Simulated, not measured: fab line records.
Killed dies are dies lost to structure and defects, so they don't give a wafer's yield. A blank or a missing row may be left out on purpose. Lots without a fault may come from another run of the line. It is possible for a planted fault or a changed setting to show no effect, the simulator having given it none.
Which of the tools did it? / flow nand_harc / 15 lots, 43 wafers sampled, at 4 steps of a route of 1302

## WHAT EACH GAUGE READ, for each wafer
NHARC_A_ONON_D2_THK_MEAS_02: measures by ellipsometry.
lot=L223; measured=day 12 19:56; on=film_metro-02; thk_nm (nm)=1030 1030 1029
lot=L225; measured=day 13 20:03; on=film_metro-02; thk_nm (nm)=985 986 986
lot=L226; measured=day 14 00:37; on=film_metro-01; thk_nm (nm)=992 992 992
lot=L227; measured=day 14 11:17; on=film_metro-01; thk_nm (nm)=981 652 651
lot=L228; measured=day 15 10:06; on=film_metro-02; thk_nm (nm)=992 663
lot=L229; measured=day 15 10:44; on=film_metro-01; thk_nm (nm)=678 678
lot=L237; measured=day 18 07:46; on=film_metro-01; thk_nm (nm)=998 995 997
lot=L238; measured=day 18 21:59; on=film_metro-02; thk_nm (nm)=1011 1013 1011
lot=L239; measured=day 18 22:10; on=film_metro-01; thk_nm (nm)=1008 1007 1008
lot=L240; measured=day 19 17:48; on=film_metro-02; thk_nm (nm)=999 1000 999
lot=L241; measured=day 20 06:12; on=film_metro-01; thk_nm (nm)=996 996 994
lot=L242; measured=day 20 21:45; on=film_metro-02; thk_nm (nm)=1006 1005 1005
lot=L243; measured=day 21 15:52; on=film_metro-02; thk_nm (nm)=1001 1003 1003
lot=L244; measured=day 21 15:47; on=film_metro-01; thk_nm (nm)=999 998 998
lot=L245; measured=day 21 22:45; on=film_metro-02; thk_nm (nm)=982 984 984

NHARC_END_SORT_01.
lot=L226; measured=day 27 14:11; on=prober-02; killed_at_array=73 71 70; killed_at_other=0 0 0; killed_at_periphery=3 2 1; killed_dies=76 73 71; killed_open=4 3 10; killed_short=3 1 2
lot=L227; measured=day 27 01:24; on=prober-01; killed_at_array=24 674 675; killed_at_other=0 0 0; killed_at_periphery=2 3 2; killed_dies=26 677 677; killed_open=0 5 7; killed_short=4 5 3
lot=L228; measured=day 27 23:17; on=prober-01; killed_at_array=88 673; killed_at_other=2 1; killed_at_periphery=1 3; killed_dies=91 677; killed_open=4 3; killed_short=4 2
lot=L229; measured=day 27 17:50; on=prober-01; killed_at_array=677 673; killed_at_other=0 0; killed_at_periphery=0 4; killed_dies=677 677; killed_open=2 4; killed_short=3 3

## WHAT TOOL EACH LOT RAN ON (gives the tool, then ch and the chambers of the sampled wafers, and finally the start)
lot=L223; NHARC_A_CHANNEL_FILL_D1_ALD_25=ald_hk-02 ch 2,3, day 10 16:13; NHARC_A_ONON_D2_DEP_00=pecvd_onon-03 ch 0, day 12 19:26
lot=L225; NHARC_A_CHANNEL_FILL_D1_ALD_25=ald_hk-01 ch 0,1, day 11 18:50; NHARC_A_ONON_D2_DEP_00=pecvd_onon-02 ch 0, day 13 19:32
lot=L226; NHARC_A_CHANNEL_FILL_D1_ALD_25=ald_hk-03 ch 2,3, day 12 01:20; NHARC_A_ONON_D2_DEP_00=pecvd_onon-03 ch 0, day 14 00:17
lot=L227; NHARC_A_CHANNEL_FILL_D1_ALD_25=ald_hk-03 ch 1,3, day 12 08:08; NHARC_A_ONON_D2_DEP_00=pecvd_onon-02 ch 0, day 14 10:54
lot=L228; NHARC_A_CHANNEL_FILL_D1_ALD_25=ald_hk-02 ch 0,1, day 13 02:43; NHARC_A_ONON_D2_DEP_00=pecvd_onon-02 ch 0, day 15 09:35
lot=L229; NHARC_A_CHANNEL_FILL_D1_ALD_25=ald_hk-03 ch 1,3, day 13 17:30; NHARC_A_ONON_D2_DEP_00=pecvd_onon-02 ch 0, day 15 10:23
lot=L237; NHARC_A_CHANNEL_FILL_D1_ALD_25=ald_hk-03 ch 0,2,3, day 16 08:37; NHARC_A_ONON_D2_DEP_00=pecvd_onon-02 ch 0, day 18 07:19
lot=L238; NHARC_A_CHANNEL_FILL_D1_ALD_25=ald_hk-03 ch 1,2,3, day 17 04:01; NHARC_A_ONON_D2_DEP_00=pecvd_onon-03 ch 0, day 18 21:28
lot=L239; NHARC_A_CHANNEL_FILL_D1_ALD_25=ald_hk-02 ch 1,2, day 17 04:02; NHARC_A_ONON_D2_DEP_00=pecvd_onon-02 ch 0, day 18 21:42
lot=L240; NHARC_A_CHANNEL_FILL_D1_ALD_25=ald_hk-02 ch 0,2, day 17 18:29; NHARC_A_ONON_D2_DEP_00=pecvd_onon-02 ch 0, day 19 17:17
lot=L241; NHARC_A_CHANNEL_FILL_D1_ALD_25=ald_hk-01 ch 2,3, day 18 10:15; NHARC_A_ONON_D2_DEP_00=pecvd_onon-03 ch 0, day 20 05:48
lot=L242; NHARC_A_CHANNEL_FILL_D1_ALD_25=ald_hk-03 ch 0,2,3, day 19 01:18; NHARC_A_ONON_D2_DEP_00=pecvd_onon-04 ch 0, day 20 21:14
lot=L243; NHARC_A_CHANNEL_FILL_D1_ALD_25=ald_hk-01 ch 0,2,3, day 19 06:21; NHARC_A_ONON_D2_DEP_00=pecvd_onon-03 ch 0, day 21 15:22
lot=L244; NHARC_A_CHANNEL_FILL_D1_ALD_25=ald_hk-03 ch 1,2, day 19 13:16; NHARC_A_ONON_D2_DEP_00=pecvd_onon-02 ch 0, day 21 15:27
lot=L245; NHARC_A_CHANNEL_FILL_D1_ALD_25=ald_hk-03 ch 0,1,2, day 19 21:11; NHARC_A_ONON_D2_DEP_00=pecvd_onon-02 ch 0, day 21 22:15
- NHARC_A_CHANNEL_FILL_D1_ALD_25: deposits SiOx, target thk 60 nm, pulse time 10 s, ald cycles 600.
- NHARC_A_ONON_D2_DEP_00: target thk 1000 nm.

## WHAT THE TOOLS THEMSELVES READ (means of the sampled wafers that have a number; where no wafer has one, the mark that the record gives instead)
NHARC_A_CHANNEL_FILL_D1_ALD_25.
lot=L223; tool=ald_hk-02; heater_power_w (W)=497; precursor_pulse_height_rel=0.992; susceptor_temp_C (C)=300.16
lot=L225; tool=ald_hk-01; heater_power_w (W)=489; precursor_pulse_height_rel=1.001; susceptor_temp_C (C)=299.80
lot=L226; tool=ald_hk-03; heater_power_w (W)=458; precursor_pulse_height_rel=1.015; susceptor_temp_C (C)=300.19
lot=L227; tool=ald_hk-03; heater_power_w (W)=512; precursor_pulse_height_rel=0.994; susceptor_temp_C (C)=300.20
lot=L228; tool=ald_hk-02; heater_power_w (W)=478; precursor_pulse_height_rel=1.006; susceptor_temp_C (C)=299.92
lot=L229; tool=ald_hk-03; heater_power_w (W)=513; precursor_pulse_height_rel=1.002; susceptor_temp_C (C)=300.03
lot=L237; tool=ald_hk-03; heater_power_w (W)=461; precursor_pulse_height_rel=1.002; susceptor_temp_C (C)=299.79
lot=L238; tool=ald_hk-03; heater_power_w (W)=463; precursor_pulse_height_rel=1.017; susceptor_temp_C (C)=299.70
lot=L239; tool=ald_hk-02; heater_power_w (W)=477; precursor_pulse_height_rel=0.992; susceptor_temp_C (C)=299.91
lot=L240; tool=ald_hk-02; heater_power_w (W)=522; precursor_pulse_height_rel=1.001; susceptor_temp_C (C)=300.10
lot=L241; tool=ald_hk-01; heater_power_w (W)=484; precursor_pulse_height_rel=0.992; susceptor_temp_C (C)=299.84
lot=L242; tool=ald_hk-03; heater_power_w (W)=449; precursor_pulse_height_rel=0.995; susceptor_temp_C (C)=300.05
lot=L243; tool=ald_hk-01; heater_power_w (W)=475; precursor_pulse_height_rel=0.998; susceptor_temp_C (C)=300.04
lot=L244; tool=ald_hk-03; heater_power_w (W)=419; precursor_pulse_height_rel=0.995; susceptor_temp_C (C)=300.22
lot=L245; tool=ald_hk-03; heater_power_w (W)=473; precursor_pulse_height_rel=1.009; susceptor_temp_C (C)=300.09

NHARC_A_ONON_D2_DEP_00.
lot=L223; tool=pecvd_onon-03; n2o_flow_sccm (sccm)=2003; susceptor_temp_C (C)=400.31
lot=L225; tool=pecvd_onon-02; n2o_flow_sccm (sccm)=1999; susceptor_temp_C (C)=399.74
lot=L226; tool=pecvd_onon-03; n2o_flow_sccm (sccm)=2004; susceptor_temp_C (C)=400.26
lot=L227; tool=pecvd_onon-02; n2o_flow_sccm (sccm)=1991; susceptor_temp_C (C)=399.69
lot=L228; tool=pecvd_onon-02; n2o_flow_sccm (sccm)=2006; susceptor_temp_C (C)=399.85
lot=L229; tool=pecvd_onon-02; n2o_flow_sccm (sccm)=1994; susceptor_temp_C (C)=400.18
lot=L237; tool=pecvd_onon-02; n2o_flow_sccm (sccm)=2000; susceptor_temp_C (C)=399.96
lot=L238; tool=pecvd_onon-03; n2o_flow_sccm (sccm)=1987; susceptor_temp_C (C)=400.03
lot=L239; tool=pecvd_onon-02; n2o_flow_sccm (sccm)=2001; susceptor_temp_C (C)=400.03
lot=L240; tool=pecvd_onon-02; n2o_flow_sccm (sccm)=1995; susceptor_temp_C (C)=400.14
lot=L241; tool=pecvd_onon-03; n2o_flow_sccm (sccm)=2002; susceptor_temp_C (C)=400.02
lot=L242; tool=pecvd_onon-04; n2o_flow_sccm (sccm)=2007; susceptor_temp_C (C)=400.06
lot=L243; tool=pecvd_onon-03; n2o_flow_sccm (sccm)=1992; susceptor_temp_C (C)=399.98
lot=L244; tool=pecvd_onon-02; n2o_flow_sccm (sccm)=2003; susceptor_temp_C (C)=400.05
lot=L245; tool=pecvd_onon-02; n2o_flow_sccm (sccm)=1999; susceptor_temp_C (C)=399.79

## THE ANSWER, worked out from the rows above alone
Rule: what is usual is taken from the lots themselves. Put in order of their means at a reading, lots are off if they are a third of the lots or fewer, leave a main group of 4 or more, and stand apart from it by a gap of 3 or more times the standard deviation of the main group's means; of several such gaps the widest counts. A main group is skipped when, at the precision printed for the reading in the tables above, its means are all equal. Also off: a lot with no number at a reading for which 4 or more lots have one. Any other lot the step has rows for is counted as sound. First the gauges in route order, then the tools' own readings, where a lot's mean is used as printed above. The first step at which some lot is off is used, and at that step the reading that is off furthest; a lot without a number counts as furthest.
Off: L227, L228, L229 (NHARC_A_ONON_D2_THK_MEAS_02, thk_nm). The main group has a mean of 1001 nm with a standard deviation of 12.
A tool fits if, at a process step before that reading, it ran every lot that is off, and no sound lot after the first of them. Gauges at NHARC_A_ONON_D2_THK_MEAS_02: tried the same way as those tools. Not one of the candidates tried fits.

## WHAT THE SIMULATOR PUT IN
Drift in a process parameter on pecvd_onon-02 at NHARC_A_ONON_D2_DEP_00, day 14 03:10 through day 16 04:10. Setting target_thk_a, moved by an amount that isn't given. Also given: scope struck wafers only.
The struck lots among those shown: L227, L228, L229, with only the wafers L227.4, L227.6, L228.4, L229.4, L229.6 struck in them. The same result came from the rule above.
